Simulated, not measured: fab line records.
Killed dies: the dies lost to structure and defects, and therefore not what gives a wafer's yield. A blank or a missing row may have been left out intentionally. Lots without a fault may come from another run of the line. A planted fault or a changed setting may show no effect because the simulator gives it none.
Comparing a struck lot with a sound one | flow n5Finfet | 16 out of 1938 route steps
Sound: the wafers L572.3, L572.4, L572.5. Struck: wafer L585.1; the same lot's L585.5 was not struck, so it is left out; see the end for the cause.
Order at every step that has rows: each side's tool, ch and its chambers, its first start. Under that, the readings that differ: sound wafers | struck wafers | difference of the means | sigmas: that difference in standard deviations of wafers without a fault.
alike: a reading whose means differ by less than 2 such deviations, as well as words and numbers matching on both sides. not compared: withheld readings; readings where some wafer has no value; bounds like >300 that might hide an equal value; numbers whose values overlap and for which the record gives no deviation.
The two part at a step that has a row with sigmas, a row that says differs or no value, or rows on one side only. Non-overlapping numbers with no deviation appear without sigmas and do not part them. A reading missing from all wafers of one side parts the sides only when that side holds two or more wafers.

first, 7 steps without rows for these wafers: N5_BEOL_M1_COAT_73 (time 60 s, resist thk 5 nm); N5_BEOL_M1_COAT_05 (resist thk 30 nm); N5_BEOL_M1_EBR_07; N5_BEOL_M1_SOFTBAKE_06 (time 60 s); N5_BEOL_M1_EXPOSE_08 (exposes mask M1); N5_BEOL_M1_PEB_09 (peb time 60 s); N5_BEOL_M1_DEVELOP_10 (develop time 30 s).
N5_BEOL_M1_CD_MEAS_11: target cd 17.05 nm.
  sound on cdSem-03 ch 0, day 7 06:31; struck on cdSem-02 ch 0, day 10 13:25
  alike: cdNm
N5_BEOL_M1_OVL_MEAS_12:
  sound on overlay-01 ch 0, day 7 06:33; struck on overlay-01 ch 0, day 10 13:26
  alike: M1_OVL
N5_BEOL_M1_INSPECT_13: inspects for defects (brightfield).
  struck on defectInspect-02, day 10 13:29; sound on defectInspect-02, day 7 06:36
reading        | sound       | struck | difference | sigmas
rawDefectCount | 378 396 462 | 605    | +193       | +2
N5_BEOL_M1_DESCUM_16: chemistry O2, time 7 s.
  sound on rieDiel-06 ch 1,2,3, day 7 07:10; struck on rieDiel-02 ch 3, day 10 13:32
  alike: drypumpMotorCurrentA, oesProductAu, rfVppV, showerheadPlenumPTorr, throttleValvePct
  not compared: rfHoursCounterH
N5_BEOL_M1_ETCH_74: etches underlayer in N2/H2, target depth 6.5 nm, time 5.2 s.
  sound on rieDiel-06 ch 1,2,3, day 7 07:11; struck on rieDiel-02 ch 3, day 10 13:34
  alike: drypumpMotorCurrentA, etchRfOnTimeS, oesProductAu, rfVppV, showerheadPlenumPTorr, throttleValvePct
  not compared: rfHoursCounterH
N5_BEOL_M1_ETCH_63: etches SiARC in CF4, target depth 15.6 nm, time 26 s.
  sound on rieDiel-06 ch 1,2,3, day 7 07:13; struck on rieDiel-02 ch 3, day 10 13:35
reading             | sound          | struck | difference | sigmas
etchRfOnTimeS (s)   | 24.7 25.4 25.2 | 42.5   | +17.4      | +20
oesProductAu (a.u.) | 0.77 0.61 0.61 | 0.46   | -0.20      | -3
  alike: drypumpMotorCurrentA, rfVppV, showerheadPlenumPTorr, throttleValvePct
  not compared: rfHoursCounterH
N5_BEOL_M1_ETCH_64: etches SOC in N2/H2, target depth 75 nm, overetch 15 nm, time 112.5 s.
  sound on rieDiel-06 ch 1,2,3, day 7 07:14; struck on rieDiel-02 ch 3, day 10 13:37
  alike: drypumpMotorCurrentA, oesProductAu, rfVppV, showerheadPlenumPTorr, throttleValvePct
  not compared: rfHoursCounterH
N5_BEOL_M4_RC_MEAS_101:
  sound on prober-01 ch 0, day 9 05:26; struck on prober-02 ch 0, day 12 05:52
reading       | sound          | struck | difference | sigmas
DIBL_N (mV/V) | 39.6 35.5 38.2 | 33.6   | -4.2       | -2
  alike: DIBL_P, IOFF_N, IOFF_P, ION_N, ION_P, SS_N, SS_P, VT_N, VT_P
-- record jumps: 4 days separate the struck wafers' starts on either side; left off in module BEOL_M4, taken up again in module PASSIVATION, whose first shown step is the route's number 1936 --
N5_PASSIVATION_PROBE_49:
  rows exist in the record for the struck wafers here (prober-01, day 16 05:11), but not for the sound ones

WHERE THEY PART
First at N5_BEOL_M1_INSPECT_13; last, within this record, at N5_PASSIVATION_PROBE_49.

WHY: what had been put in by the simulator
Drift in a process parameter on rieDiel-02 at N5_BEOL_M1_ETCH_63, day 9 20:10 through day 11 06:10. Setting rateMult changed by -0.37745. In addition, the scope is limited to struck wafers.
